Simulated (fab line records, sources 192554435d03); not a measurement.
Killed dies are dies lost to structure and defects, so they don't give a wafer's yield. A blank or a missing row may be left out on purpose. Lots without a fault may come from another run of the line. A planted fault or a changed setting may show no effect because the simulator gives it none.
fab line records | flow n5_finfet
record lots=10 wafers=30 last_day=18
route steps=1938 shown BEOL_M0@735 BEOL_M4@1111 PASSIVATION@1936
lots that met no fault: from a run of the same line without faults
start_h: hours from the record's first day to the start of the lot's first wafer shown | wait_h: hours since the lot's step before | " the same as in the row above | L1.1+2: a row that stands for several wafers | - no value, or no start given | * or withheld: withheld | < > ~ a bound
route shown NAME@n: a module of which the file shows steps, and the number in the route of the first | usual: mean/standard deviation of fault-free wafers | same: alike in all rows | chamber/n: place in a boat | sites: the reading at each site | _std_site: their standard deviation | _edge_site: outer sites' mean less inner sites' | radius_mm: how far each site lies from the wafer's centre | mask NAME#n: copy n | behind: the tool/chamber that last shaped the wafer | hold: why the lot was held/for how many hours/how that ended | device: the transistor (n, p or np) that didn't switch | end of line: the same wafers' tests at the end of the route | a step without rows: its recipe alone | killed: dies lost to structure and defects at the first sort, not the wafer's yield | map: a wafer's dies, x killed, . not, _ none there
set.NAME: the setting as run; set.NAME@STEP: as run at that earlier step | model.NAME: the simulator's own value behind a step, which no gauge read
steps of the route over a sample of lots; a table a step, a row a wafer
services: from which hour (start_h, from the record's first day; less than 0 if before it) a tool's chamber was out of use, for how many hours, and why
## steps
# step N5_BEOL_M0_ANNEAL_117
# recipe temp_c=400 time_s=60 ambient=vacuum
# usual heater_power_w=866/77
# columns lot.wafer tool chamber start_h wait_h heater_power_w
L740.3 pvd_sputter-01 - 150.77 0.0 917
L740.4 " - " " 890
L740.6 " - " " 894
L741.3 pvd_sputter-01 - 153.65 0.0 907
L741.5 " - " " 851
L741.6 " - " " 791
L742.2 pvd_sputter-01 - 161.59 0.0 843
L742.3 " - " " 817
L742.4 " - " " 906
L744.1 pvd_sputter-01 - 172.90 0.0 831
L744.2 " - " " 916
L744.3 " - " " 896
L745.2 pvd_sputter-02 - 180.24 0.0 1020
L745.4 " - " " 818
L745.5 " - " " 927
L751.1 pvd_sputter-01 - 214.61 0.0 844
L751.3 " - " " 913
L751.4 " - " " 897
L753.1 pvd_sputter-02 - 231.60 0.0 916
L753.2 " - " " 833
L753.4 " - " " 793
L755.1 pvd_sputter-03 - 235.61 0.0 764
L755.5 " - " " 865
L755.6 " - " " 751
L756.3 pvd_sputter-02 - 241.03 0.0 911
L756.4 " - " " 819
L756.6 " - " " 804
L758.1 pvd_sputter-01 - 267.01 0.0 825
L758.3 " - " " 892
L758.5 " - " " 862
# step N5_BEOL_M0_SPUTTER_141
# recipe material=Cu target_thk_a=40 temp_c=-20 chamber_pressure_pa=0.07 power_w=withheld time_s=7.37
# usual chamber_pressure_pa=0.06998/0.00015 chuck_gas_flow_sccm=1.27/0.056 throttle_valve_pct=29.9/0.77
# columns lot.wafer tool chamber start_h wait_h chamber_pressure_pa chuck_gas_flow_sccm throttle_valve_pct
L740.3 pvd_sputter-01 - 151.05 0.0 0.07 1.25 29.5
L740.4 " - " " 0.06997 1.29 30.7
L740.6 " - " " 0.07006 1.30 29.8
L741.3 pvd_sputter-01 - 153.93 0.0 0.07009 1.34 29.5
L741.5 " - " " 0.07006 1.21 30.1
L741.6 " - " " 0.0702 1.35 29.6
L742.2 pvd_sputter-01 - 161.87 0.0 0.07007 1.28 30.2
L742.3 " - " " 0.07004 1.19 29.5
L742.4 " - " " 0.07 1.28 30.9
L744.1 pvd_sputter-01 - 173.18 0.0 - - -
L744.2 " - " " - - -
L744.3 " - " " - - -
L745.2 pvd_sputter-02 - 180.52 0.0 - - -
L745.4 " - " " - - -
L745.5 " - " " - - -
L751.1 pvd_sputter-01 - 214.89 0.0 0.06983 1.30 30.3
L751.3 " - " " 0.06988 1.25 30.9
L751.4 " - " " 0.06977 1.25 29.4
L753.1 pvd_sputter-02 - 231.88 0.0 0.07018 1.27 29.8
L753.2 " - " " 0.07018 1.24 28.5
L753.4 " - " " 0.0698 1.24 29.3
L755.1 pvd_sputter-03 - 235.89 0.0 0.07018 1.28 30.3
L755.5 " - " " 0.06989 1.35 29.7
L755.6 " - " " 0.07004 1.23 30.4
L756.3 pvd_sputter-02 - 241.31 0.0 0.07007 1.26 30.1
L756.4 " - " " 0.07011 1.20 29.2
L756.6 " - " " 0.06998 1.31 29.0
L758.1 pvd_sputter-01 - 267.29 0.0 0.06987 1.23 30.2
L758.3 " - " " 0.06995 1.25 29.6
L758.5 " - " " 0.06976 1.34 30.1
# step N5_BEOL_M0_ANNEAL_119
# recipe temp_c=225 time_s=90 ambient=N2
# usual wafer_temp_C_max=225.70/0.2
# columns lot.wafer tool chamber start_h wait_h wafer_temp_C_max
L740.3 rtp_anneal-02 0 152.71 1.5 225.65
L740.4 " 0 " " 226.01
L740.6 " 0 " " 225.52
L741.3 rtp_anneal-02 0 157.00 2.9 226.15
L741.5 " 0 " " 226.04
L741.6 " 0 " " 225.34
L742.2 rtp_anneal-02 0 165.57 3.6 225.70
L742.3 " 0 " " 225.78
L742.4 " 0 " " 225.70
L744.1 rtp_anneal-02 0 176.17 2.9 225.83
L744.2 " 0 " " 225.82
L744.3 " 0 " " 225.87
L745.2 rtp_anneal-02 0 185.34 4.7 225.88
L745.4 " 0 " " 225.54
L745.5 " 0 " " 225.92
L751.1 rtp_anneal-02 0 218.83 3.8 225.54
L751.3 " 0 " " 225.60
L751.4 " 0 " " 225.65
L753.1 rtp_anneal-02 0 234.83 2.8 225.82
L753.2 " 0 " " 225.66
L753.4 " 0 " " 225.82
L755.1 rtp_anneal-01 0 236.75 0.7 225.52
L755.5 " 0 " " 225.68
L755.6 " 0 " " 226.02
L756.3 rtp_anneal-01 0 241.85 0.4 225.53
L756.4 " 0 " " 225.69
L756.6 " 0 " " 225.72
L758.1 rtp_anneal-02 0 267.50 0.1 225.87
L758.3 " 0 " " 225.83
L758.5 " 0 " " 225.55
# step N5_BEOL_M0_RS_MEAS_126
# recipe thk_meas_gauge=four-point-probe reads=Co_of_BEOL_M0_CO_CAP_123+Cu_of_BEOL_M0_ECD_118+Co_of_BEOL_M0_CVD_115+TaN_of_BEOL_M0_ALD_136
# usual M0_RS=0.531/0.018
# columns lot.wafer tool chamber start_h wait_h M0_RS[ohm/sq]
L740.3 film_metro-02 - 153.48 0.1 0.580
L740.4 " - " " 0.540
L740.6 " - " " 0.549
L741.3 film_metro-01 - 157.78 0.1 0.555
L741.5 " - " " 0.565
L741.6 " - " " 0.550
L742.2 film_metro-01 - 166.41 0.1 0.538
L742.3 " - " " 0.518
L742.4 " - " " 0.532
L744.1 film_metro-01 - 177.03 0.0 0.518
L744.2 " - " " 0.512
L744.3 " - " " 0.506
L745.2 film_metro-02 - 186.16 0.1 0.559
L745.4 " - " " 0.537
L745.5 " - " " 0.551
L751.1 film_metro-01 - 219.69 0.0 0.549
L751.3 " - " " 0.561
L751.4 " - " " 0.538
L753.1 film_metro-01 - 235.68 0.0 0.519
L753.2 " - " " 0.542
L753.4 " - " " 0.516
L755.1 film_metro-01 - 238.09 0.0 0.548
L755.5 " - " " 0.530
L755.6 " - " " 0.527
L756.3 film_metro-01 - 242.61 0.1 0.535
L756.4 " - " " 0.527
L756.6 " - " " 0.513
L758.1 film_metro-02 - 268.35 0.0 0.515
L758.3 " - " " 0.519
L758.5 " - " " 0.508
# step N5_BEOL_M4_RC_MEAS_101
# usual DIBL_N=35.7/1.3 DIBL_P=35.4/1.8 IOFF_N=0.152/0.027 IOFF_P=0.20/0.034 ION_N=672/9.8 ION_P=461/7.5 SS_N=71.4/0.55 SS_P=73.1/0.61 VT_N=251/3.3 VT_P=-251/3.6
# columns lot.wafer tool chamber start_h wait_h DIBL_N[mV/V] DIBL_P[mV/V] IOFF_N[nA/um] IOFF_P[nA/um] ION_N[uA/um] ION_P[uA/um] SS_N[mV/dec] SS_P[mV/dec] VT_N[mV] VT_P[mV]
L740.3 prober-02 0 194.45 0.3 35.6 36.1 0.174 0.24 679 472 71.7 73.4 247 -243
L740.4 " 0 " " 38.0 39.5 0.237 0.32 694 484 72.4 73.6 243 -242
L740.6 " 0 " " 37.0 37.8 0.203 0.27 691 481 71.8 73.5 243 -243
L741.3 prober-02 0 200.58 0.3 35.7 36.7 0.162 0.23 680 468 71.3 72.6 247 -247
L741.5 " 0 " " 35.7 36.7 0.163 0.23 678 467 71.4 72.1 247 -248
L741.6 " 0 " " 35.1 36.3 0.152 0.22 678 467 71.0 73.0 249 -247
L742.2 prober-02 0 209.83 0.2 36.0 36.9 0.162 0.21 676 465 72.1 73.2 247 -251
L742.3 " 0 " " 35.9 36.5 0.157 0.20 682 459 71.7 72.6 248 -250
L742.4 " 0 " " 35.6 35.6 0.153 0.20 674 462 71.3 73.1 248 -250
L744.1 prober-02 0 219.25 0.4 36.5 34.9 0.147 0.19 671 458 72.1 73.5 251 -248
L744.2 " 0 " " 37.6 35.7 0.154 0.21 669 459 71.6 73.0 250 -251
L744.3 " 0 " " 37.4 36.3 0.156 0.21 675 458 72.1 73.0 253 -249
L745.2 prober-02 0 227.33 0.2 37.7 38.4 0.186 0.26 680 466 72.5 74.4 250 -245
L745.4 " 0 " " 35.7 35.6 0.148 0.22 662 463 71.3 73.1 250 -248
L745.5 " 0 " " 34.8 34.8 0.139 0.21 677 465 70.7 73.3 250 -248
L751.1 prober-01 0 261.82 0.0 35.0 34.7 0.129 0.19 657 458 71.1 73.4 253 -250
L751.3 " 0 " " 34.2 32.8 0.116 0.16 658 456 71.4 72.4 257 -252
L751.4 " 0 " " 34.6 33.7 0.115 0.17 653 453 70.1 72.1 256 -250
L753.1 prober-02 0 280.66 0.0 39.0 38.9 0.201 0.28 685 474 71.8 74.3 246 -246
L753.2 " 0 " " 38.2 37.8 0.196 0.27 691 479 72.4 74.4 248 -244
L753.4 " 0 " " 37.7 37.7 0.175 0.26 677 472 71.4 74.6 248 -244
L755.1 prober-02 0 281.59 0.6 33.4 34.1 0.116 0.15 656 451 71.0 72.4 256 -258
L755.5 " 0 " " 33.5 33.9 0.108 0.15 649 445 70.8 72.5 258 -256
L755.6 " 0 " " 36.0 36.6 0.151 0.18 663 452 71.3 73.1 251 -257
L756.3 prober-02 0 286.21 0.3 35.3 35.0 0.137 0.18 679 464 70.7 72.9 254 -252
L756.4 " 0 " " 37.8 38.1 0.182 0.22 689 468 71.5 73.6 249 -249
L756.6 " 0 " " 35.5 35.2 0.137 0.18 678 466 71.0 73.5 250 -253
L758.1 prober-02 0 318.48 0.0 34.8 33.5 0.121 0.19 674 459 70.5 73.0 254 -252
L758.3 " 0 " " 33.8 32.4 0.104 0.17 653 457 70.8 72.3 259 -253
L758.5 " 0 " " 35.4 34.7 0.132 0.20 668 467 71.3 73.0 252 -249
# step N5_PASSIVATION_PROBE_49
# usual defect_limited_yield=91.5/1.3 killed_at_M0_to_M3=33/11 killed_at_M4_up=14/5.3 killed_at_contacts=11/6.3 killed_at_front_end=38/10 killed_at_other=3.7/2.8 killed_dies=101/16 killed_on_rim=13/3.4 killed_open=67/12 killed_short=32/7.4 sort_bin_5_function=5.0/0.86 sort_bin_6_memory=3.2/0.69 sort_bin_8_speed=0.00/0.007 sort_n_pass=1079/16 sort_yield_pct=91.5/1.3
# same gross_dies=1180 killed_at_back_side=0 sort_bin_4_leakage[%]=0
# columns lot.wafer tool chamber start_h wait_h defect_limited_yield[%] killed_at_M0_to_M3 killed_at_M4_up killed_at_contacts killed_at_front_end killed_at_other killed_dies killed_on_rim killed_open killed_short sort_bin_5_function[%] sort_bin_6_memory[%] sort_bin_8_speed[%] sort_n_pass sort_yield_pct[%]
L744.1 prober-02 - 312.13 0.0 91.1 57 10 8 27 3 105 11 53 20 5.8 2.9 0 1075 91.1
L744.2 prober-02 - 312.18 0.1 89.8 62 8 10 34 6 120 15 64 34 6.4 3.6 0 1060 89.8
L744.3 prober-02 - 312.23 0.1 91.9 36 8 8 37 6 95 11 51 25 4.7 3.2 0 1085 91.9
L745.2 prober-02 - 333.15 0.1 88.5 51 11 12 61 1 136 17 73 33 6.4 4.9 0 1044 88.5
L745.4 prober-02 - 333.25 0.2 89.9 56 15 8 34 6 119 23 69 19 6.4 3.6 0 1061 89.9
L745.5 prober-02 - 333.30 0.2 89.2 45 21 11 46 5 128 15 76 28 6.3 4.2 0 1052 89.2
# killed by level:class
L744.1 BEOL_M0:interface_void_opened=31 BEOL_M3:geometric_particle:open=8 BEOL_M2:geometric_particle:open=7 STI_FIN_REVEAL:geometric_particle:open=6 MOL_CONTACT_COAG:geometric_particle:open=6 FIN_SAQP:geometric_particle:open=5 FIN_SAQP:geometric_particle:short=4 BEOL_M5:geometric_particle:open=4
L744.2 BEOL_M0:interface_void_opened=22 BEOL_M3:geometric_particle:open=18 FIN_SAQP:geometric_particle:short=10 MOL_CONTACT_COAG:geometric_particle:open=9 STI_FIN_REVEAL:geometric_particle:open=8 BEOL_M0_SAQP:geometric_particle:open=6 BEOL_M0_SAQP:geometric_particle:short=5 GATE_CUT:geometric_particle:short=4
L744.3 BEOL_M0:interface_void_opened=18 FIN_SAQP:geometric_particle:open=7 STI_FIN_REVEAL:geometric_particle:open=6 BEOL_M3:geometric_particle:open=6 BEOL_M4:geometric_particle:open=6 MOL_CONTACT_COAG:geometric_particle:open=5 DUMMY_GATE:geometric_particle:open=4 GATE_CUT:geometric_particle:short=4
L745.2 BEOL_M0:interface_void_opened=29 STI_FIN_REVEAL:geometric_particle:open=26 FIN_SAQP:geometric_particle:open=9 MOL_CONTACT_COAG:geometric_particle:open=8 STI_FIN_REVEAL:geometric_particle:short=6 GATE_CUT:geometric_particle:short=6 BEOL_M2:geometric_particle:open=6 BEOL_M7:geometric_particle:open=4
L745.4 BEOL_M0:interface_void_opened=27 STI_FIN_REVEAL:geometric_particle:open=14 BEOL_M2:geometric_particle:open=10 MOL_CONTACT_COAG:geometric_particle:open=7 BEOL_M4:geometric_particle:open=7 BEOL_M3:geometric_particle:open=4 GATE_CUT:geometric_particle:open=3 BEOL_M0_SAQP:geometric_particle:short=3
L745.5 BEOL_M0:interface_void_opened=21 BEOL_M4:geometric_particle:open=14 STI_FIN_REVEAL:geometric_particle:open=11 BEOL_M3:geometric_particle:open=8 MOL_CONTACT_COAG:geometric_particle:open=8 DUMMY_GATE:geometric_particle:open=6 FIN_SAQP:geometric_particle:short=5 GATE_CUT:geometric_particle:short=4
## services
# columns tool chamber start_h hours kind
rtp_anneal-01 - 133.46 101.8 pm
rtp_anneal-02 - 260.73 4.3 pm
## key
first_sign step=N5_BEOL_M0_SPUTTER_141 reading=tool_record direction=missing
effect step=N5_PASSIVATION_PROBE_49 reading=killed_at_M0_to_M3 direction=up sigmas=1.6 usual=33 struck=51 wafers_moved=3
met_at N5_BEOL_M0_SPUTTER_141
struck_lots L744,L745
not_acting_at N5_BEOL_M0_ANNEAL_117,N5_BEOL_M0_ANNEAL_119,N5_BEOL_M0_RS_MEAS_126
onset_between 161.87 173.18
fault kind=skipped_step_whole tool=pvd_sputter-01,pvd_sputter-02 chamber=- onset_h=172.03 steps=N5_BEOL_M0_SPUTTER_141 scope=struck_lots_only
